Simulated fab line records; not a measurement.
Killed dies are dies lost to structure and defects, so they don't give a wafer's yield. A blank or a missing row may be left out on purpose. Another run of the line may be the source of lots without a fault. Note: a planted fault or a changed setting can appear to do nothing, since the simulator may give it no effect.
fab line records	flow n5-finfet
[record] lots = 10	wafers = 30	last-day = 19
route steps=1938 shown BEOL_M8@1370 MIM_TOP@1834 MIM_TOP_LITHO@1847 TV_OPEN@1889 PASSIVATION@1936
lots that met no fault: from a run of the same line without faults
start-h: hours from the record's first day to the start of the lot's first wafer shown	wait-h: hours from the lot's prior step to this one	" same as the row above	L1.1+2: a single row standing in for several wafers	- no value, or no start was given	* or withheld: withheld	< > ~ a bound
route shown NAME@n: names a module that has steps shown in the file, with the first one's number in the route	usual: average and standard deviation across the fault-free wafers	same: alike in all rows	chamber/n: place in a boat	sites: readings site by site	_std_site: the values' standard deviation	_edge_site: mean of outer sites minus mean of inner sites	radius-mm: how far each site lies from the wafer's centre	mask NAME#n: copy n	behind: tool/chamber where the wafer was last shaped	hold: what put the lot on hold/how long, in hours/how the hold closed	device: the transistor (n, p or np) that didn't switch	end of line: the same wafers' tests at the end of the route	a step with no rows: only its recipe	killed: dies that structure and defects cost at the first sort, which is not the same as the wafer's yield	map: per-die view of a wafer (x killed, . not killed, _ where there is no die)
set.NAME: setting as actually run; set.NAME@STEP: the setting as run at that earlier step	model.NAME: the simulator's own value behind a step, which no gauge read
a sample of lots followed through the steps of the route, with each step as a table and each wafer as a row
services: a tool's chamber out of use, with start hour (start-h, from the record's first day; less than 0 if before it), hours out, and reason
[[steps]]
[step N5_BEOL_M8_ETCH_65]
[recipe] chemistry = CF4	target = SiARC	target-depth-a = 156	mask-material = CAR-EUV	time-s = 26	ion-energy-ev = 80	pressure-mtorr = 40	source-w = 545	bias-w = 36	Ar_flow_sccm = 100	cf4-flow-sccm = 100	ends = cleared
[usual] cf4-flow-sccm = 100.0/0.31	drypump-motor-current-A = 5.9/0.49	etch-rf-on-time-s = 26.0/0.61	oes-product-au = 0.68/0.05	rf-vpp-V = 183.7/1.1	showerhead-plenum-p-Torr = 2.12/0.068	throttle-valve-pct = 15.60/0.2
lot.wafer	tool	chamber	start-h	wait-h	cf4-flow-sccm	drypump-motor-current-A	etch-rf-on-time-s	oes-product-au	rf-hours-counter-h	rf-vpp-V	showerhead-plenum-p-Torr	throttle-valve-pct
L224.1	rie-diel-03	0	229.16	0.0	100.0	6.0	26.4	0.69	86	182.5	2.08	15.66
L224.2	"	1	"	"	100.0	6.5	26.3	0.71	57	184.3	2.17	15.40
L224.6	"	2	"	"	100.7	6.8	25.2	0.71	-	184.9	2.17	15.76
L227.2	rie-diel-03	0	275.53	0.0	99.8	6.0	26.6	0.68	100	183.0	2.08	15.69
L227.3	"	2	"	"	100.2	6.7	25.3	0.70	86	183.9	2.17	15.78
L227.6	"	0	"	"	99.8	6.0	26.3	0.68	-	183.2	2.08	15.69
L226.4	rie-diel-01	1	280.36	0.0	100.0	6.4	25.2	0.70	81	183.5	2.09	15.31
L226.5	"	2	"	"	100.5	5.4	27.0	0.58	-	184.6	2.19	15.80
L226.6	"	1	"	"	99.9	6.4	25.5	0.68	-	182.4	2.09	15.29
L229.2	rie-diel-01	2	298.82	0.0	99.5	5.4	26.4	0.58	240	185.9	2.19	15.82
L229.4	"	0	"	"	100.1	6.2	27.2	0.62	180	183.0	2.05	15.79
L229.5	"	1	"	"	99.9	6.4	25.1	0.68	-	183.3	2.08	15.33
L235.2	rie-diel-01	1	335.43	0.0	99.9	6.4	25.0	0.67	101	182.9	2.08	15.35
L235.4	"	0	"	"	100.0	6.2	27.0	0.62	-	182.3	2.04	15.84
L235.5	"	3	"	"	100.0	5.1	26.0	0.61	-	182.0	1.95	15.54
L225.3	rie-diel-05	2	346.19	0.0	99.8	5.7	24.5	0.63	240	184.0	2.20	15.90
L225.4	"	0	"	"	99.4	5.4	26.2	0.67	100	184.3	2.18	15.63
L225.6	"	1	"	"	99.8	6.2	25.9	0.73	-	183.3	2.09	15.51
L239.2	rie-diel-05	1	355.87	0.0	100.3	6.2	26.0	0.73	67	184.5	2.09	15.51
L239.4	"	2	"	"	100.2	5.6	24.6	0.63	244	183.4	2.20	15.90
L239.6	"	0	"	"	100.4	5.4	26.0	0.68	-	183.6	2.17	15.64
L242.2	rie-diel-05	0	378.45	0.0	99.8	5.3	26.3	0.67	112	186.3	2.17	15.65
L242.4	"	0	"	"	100.0	5.3	26.3	0.67	-	183.5	2.17	15.64
L242.6	"	1	"	"	99.4	6.2	26.2	0.71	-	183.3	2.09	15.52
L244.2	rie-diel-05	0	380.70	0.0	99.5	5.3	26.3	0.66	114	182.9	2.17	15.64
L244.5	"	3	"	"	99.9	5.5	26.0	0.71	-	182.4	2.09	15.35
L244.6	"	1	"	"	99.4	6.2	26.3	0.71	-	184.4	2.08	15.54
L245.2	rie-diel-05	0	383.60	0.0	100.0	5.3	26.2	0.66	115	184.6	2.17	15.66
L245.5	"	1	"	"	99.5	6.1	26.2	0.71	-	182.9	2.08	15.54
L245.6	"	3	"	"	99.8	5.5	26.1	0.71	-	183.5	2.09	15.35
[step N5_MIM_TOP_ALD_00]
[recipe] material = Al2O3	target-thk-a = *	temp-c = withheld	ald-precursor-family = TMA	ald-co-reactant = O3	pulse-time-s = withheld	purge-time-s = 3	co-reactant-purge-time-s = withheld	co-reactant-pulse-time-s = 3	ald-cycles = withheld
[usual] precursor-pulse-height-rel = 0.997/0.02
lot.wafer	tool	chamber	start-h	wait-h	precursor-pulse-height-rel
L224.1	ald-hk-01	0	281.25	0.1	0.978
L224.2	"	1	"	"	0.985
L224.6	"	2	"	"	1.023
L227.2	ald-hk-01	2	329.92	0.1	0.974
L227.3	"	1	"	"	1.010
L227.6	"	2	"	"	0.989
L226.4	ald-hk-02	3	333.35	0.1	0.994
L226.5	"	3	"	"	1.000
L226.6	"	2	"	"	0.995
L229.2	ald-hk-03	0	359.86	0.1	1.020
L229.4	"	2	"	"	0.998
L229.5	"	0	"	"	0.999
L235.2	ald-hk-03	3	400.41	0.1	0.992
L235.4	"	0	"	"	0.988
L235.5	"	2	"	"	0.995
L225.3	ald-hk-02	1	404.23	0.1	0.982
L225.4	"	0	"	"	0.987
L225.6	"	1	"	"	1.002
L239.2	ald-hk-02	1	411.48	0.1	0.986
L239.4	"	2	"	"	1.053
L239.6	"	1	"	"	1.025
L242.2	ald-hk-03	2	442.64	0.1	0.995
L242.4	"	0	"	"	0.972
L242.6	"	3	"	"	0.996
L244.2	ald-hk-01	3	445.70	0.1	1.016
L244.5	"	2	"	"	0.997
L244.6	"	1	"	"	0.986
L245.2	ald-hk-02	2	445.82	0.1	0.980
L245.5	"	2	"	"	0.996
L245.6	"	1	"	"	0.977
[step N5_MIM_TOP_LITHO_CD_MEAS_08]
[recipe] target-cd-nm = 2000	landing-energy-ev = 500	detector = se-inlens
[usual] cd-nm = 1999.0/1.8
lot.wafer	tool	chamber	start-h	wait-h	cd-nm
L224.1	cd-sem-01	0	282.30	-	1997.3
L224.2	"	0	"	"	1999.5
L224.6	"	0	"	"	2000.0
L227.2	cd-sem-03	0	330.81	-	1999.3
L227.3	"	0	"	"	1997.4
L227.6	"	0	"	"	2000.8
L226.4	cd-sem-01	0	335.97	-	1998.9
L226.5	"	0	"	"	1997.6
L226.6	"	0	"	"	1999.9
L229.2	cd-sem-02	0	361.53	-	1999.7
L229.4	"	0	"	"	1999.7
L229.5	"	0	"	"	1999.0
L235.2	cd-sem-03	0	401.82	-	1999.2
L235.4	"	0	"	"	2001.7
L235.5	"	0	"	"	1996.8
L225.3	cd-sem-02	0	405.87	-	1999.0
L225.4	"	0	"	"	1998.9
L225.6	"	0	"	"	1999.1
L239.2	cd-sem-02	0	412.37	-	1997.6
L239.4	"	0	"	"	1999.2
L239.6	"	0	"	"	1999.3
L242.2	cd-sem-02	0	446.24	-	1999.2
L242.4	"	0	"	"	1998.8
L242.6	"	0	"	"	1998.1
L244.2	cd-sem-02	0	446.94	-	1999.4
L244.5	"	0	"	"	2000.8
L244.6	"	0	"	"	1999.5
L245.2	cd-sem-02	0	447.10	-	1998.7
L245.5	"	0	"	"	1998.2
L245.6	"	0	"	"	1997.0
[step N5_PASSIVATION_STRIP_14]
[recipe] chemistry = O2	power-w = 600	temp-c = 60	pressure-mtorr = 30	rf-frequency-hz = 6e+07	bias-power-w = 0	overash-fraction = 0.5	o2-flow-sccm = 225
[usual] drypump-motor-current-A = 5.5/0.36	oes-product-au = 0.84/0.11	rf-vpp-V = 3.7/0.95	showerhead-plenum-p-Torr = 2.10/0.086	throttle-valve-pct = 16.59/0.26
[same] overash-fraction = 0.5
lot.wafer	tool	chamber	start-h	wait-h	drypump-motor-current-A	oes-product-au	rf-hours-counter-h	rf-vpp-V	showerhead-plenum-p-Torr	throttle-valve-pct
L224.1	rie-diel-04	2	288.44	0.1	5.2	0.71	193	2.9	2.18	16.86
L224.2	"	0	"	"	5.8	0.88	46	4.9	2.07	16.49
L224.6	"	2	"	"	5.2	0.71	-	3.6	2.18	16.87
L227.2	rie-diel-06	3	335.82	0.1	5.4	0.71	217	4.2	2.01	17.19
L227.3	"	0	"	"	4.9	0.81	72	4.1	2.05	16.53
L227.6	"	3	"	"	5.3	0.71	-	5.5	2.01	17.19
L226.4	rie-diel-06	3	343.57	0.0	5.4	0.70	-	3.6	2.01	17.22
L226.5	"	0	"	"	4.9	0.81	-	4.0	2.05	16.55
L226.6	"	1	"	"	5.7	0.69	-	3.6	1.98	16.69
L229.2	rie-diel-04	0	364.66	0.1	5.8	0.85	74	4.5	2.06	16.55
L229.4	"	2	"	"	5.3	0.69	221	3.7	2.17	16.88
L229.5	"	2	"	"	5.2	0.68	-	3.3	2.17	16.92
L235.2	rie-diel-06	0	408.06	0.1	4.9	0.79	94	2.4	2.04	16.61
L235.4	"	3	"	"	5.4	0.69	241	4.3	2.00	17.27
L235.5	"	2	"	"	5.2	0.93	-	2.8	2.15	16.45
L225.3	rie-diel-02	1	411.83	0.1	6.0	0.69	229	3.0	1.97	16.45
L225.4	"	3	"	"	5.7	0.99	10	3.1	2.06	16.57
L225.6	"	2	"	"	5.5	0.93	-	4.4	2.05	16.28
L239.2	rie-diel-04	0	418.26	0.1	5.8	0.82	92	4.0	2.05	16.59
L239.4	"	3	"	"	5.6	0.89	30	4.7	2.04	16.48
L239.6	"	2	"	"	5.3	0.67	-	3.4	2.17	16.96
L242.2	rie-diel-06	2	452.27	0.1	5.2	0.88	37	5.5	2.14	16.44
L242.4	"	3	"	"	5.4	1.01	1	3.5	2.26	16.78
L242.6	"	0	"	"	4.9	0.77	-	1.8	2.04	16.61
L244.2	rie-diel-06	3	455.30	0.1	5.3	0.97	2	4.1	2.26	16.76
L244.5	"	0	"	"	4.9	0.76	-	3.7	2.04	16.63
L244.6	"	3	"	"	5.4	0.97	-	2.9	2.26	16.76
L245.2	rie-diel-02	0	456.12	0.1	5.4	0.87	60	4.1	2.12	16.54
L245.5	"	3	"	"	5.7	0.93	-	3.0	2.05	16.59
L245.6	"	0	"	"	5.4	0.86	-	2.4	2.12	16.54
[step N5_PASSIVATION_PROBE_49]
[usual] defect-limited-yield = 90.9/1.4	killed_at_M0_to_M3 = 38/11	killed_at_M4_up = 13/5.9	killed-at-contacts = 14/6.4	killed-at-front-end = 38/11	killed-at-other = 3.3/2.5	killed-dies = 107/16	killed-on-rim = 14/3.6	killed-open = 70/12	killed-short = 35/7.7	sort_bin_5_function = 5.3/0.94	sort_bin_6_memory = 3.5/0.7	sort-n-pass = 1073/16	sort-yield-pct = 90.9/1.4
[same] gross-dies = 1180	killed-at-back-side = 0	sort_bin_4_leakage[%] = 0	sort_bin_8_speed[%] = 0
lot.wafer	tool	chamber	start-h	wait-h	defect-limited-yield[%]	killed_at_M0_to_M3	killed_at_M4_up	killed-at-contacts	killed-at-front-end	killed-at-other	killed-dies	killed-on-rim	killed-open	killed-short	sort_bin_5_function[%]	sort_bin_6_memory[%]	sort-n-pass	sort-yield-pct[%]
L235.2	prober-01	-	414.28	0.1	90.3	29	9	7	63	6	114	12	71	42	5.4	3.7	1066	90.3
L235.4	prober-01	-	414.38	0.2	90.3	36	13	5	50	10	114	20	76	32	5.2	4.4	1066	90.3
L235.5	prober-01	-	414.43	0.2	81.8	44	114	14	37	6	215	30	76	40	10.8	4.0	965	81.8
// killed by level:class
L235.2 STI_FIN_REVEAL:geometric-particle:open=19 FIN_SAQP:geometric-particle:open=9 FIN_SAQP:geometric-particle:short=7 DUMMY_GATE:geometric-particle:open=5 BEOL_M1:geometric-particle:short=5 BEOL_M0_SAQP:geometric-particle:open=5 STI_FIN_REVEAL:geometric-particle:short=4 ILD0:geometric-particle:open=4
L235.4 FIN_SAQP:geometric-particle:open=19 BEOL_M0_SAQP:geometric-particle:open=10 FIN_SAQP:geometric-particle:short=8 STI_FIN_REVEAL:geometric-particle:open=8 BEOL_M1:geometric-particle:open=7 BEOL_M0_SAQP:geometric-particle:short=5 MOL_CONTACT_COAG:geometric-particle:open=5 MIM_TOP:geometric-particle:short=5
L235.5 BEOL_M8:unspecified=97 MOL_CONTACT_COAG:geometric-particle:open=13 BEOL_M0_SAQP:geometric-particle:short=13 BEOL_M0_SAQP:geometric-particle:open=12 STI_FIN_REVEAL:geometric-particle:open=8 BEOL_M3:geometric-particle:open=8 FIN_SAQP:geometric-particle:open=5 BEOL_M4:geometric-particle:open=5
[[services]]
tool	chamber	start-h	hours	kind
ald-hk-03	-	210.50	2.8	pm
rie-diel-06	2	226.76	7.4	repair
rie-diel-05	2	229.83	7.1	repair
ald-hk-03	-	233.82	1.0	repair
rie-diel-04	3	236.60	5.9	repair
rie-diel-02	-	257.06	72.1	repair
rie-diel-04	3	294.15	6.5	repair
ald-hk-02	-	316.06	0.8	repair
ald-hk-01	-	318.38	8.7	pm
rie-diel-03	-	322.81	14.6	pm
rie-diel-06	2	324.33	-	clean
rie-diel-06	2	324.33	-	consumable-replace:focus-ring
ald-hk-03	-	327.97	2.6	repair
rie-diel-02	-	329.20	14.6	pm
rie-diel-06	3	331.95	2.6	repair
rie-diel-04	-	336.59	4.8	repair
rie-diel-06	-	338.02	0.6	repair
rie-diel-01	1	341.15	22.0	repair
rie-diel-06	0	347.58	3.7	repair
rie-diel-05	2	349.12	1.4	repair
rie-diel-06	-	354.64	4.3	pm
rie-diel-05	3	395.52	5.8	repair
rie-diel-01	2	422.68	5.6	repair
rie-diel-04	3	452.95	2.6	repair
[[key]]
[first-sign] step = N5_PASSIVATION_PROBE_49	reading = killed_at_M4_up	direction = up	sigmas = 17	usual = 13	struck = 114
[effect] step = N5_PASSIVATION_PROBE_49	reading = killed-dies	direction = up	sigmas = 6.6	usual = 107	struck = 215
[more-kills-born-at] N5_BEOL_M8_ETCH_65@rie-diel-01 = 97
met-at N5_BEOL_M8_ETCH_65
struck-lots L235
struck-wafers L235.5
not-acting-at N5_MIM_TOP_ALD_00,N5_MIM_TOP_LITHO_CD_MEAS_08,N5_PASSIVATION_STRIP_14
[fault] kind = chamber-particle-source	tool = rie-diel-01	chamber = 3	onset-h = 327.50	steps = N5_BEOL_M8_ETCH_65	rate-per-visit-cm2 = 1.3487	end-h = 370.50
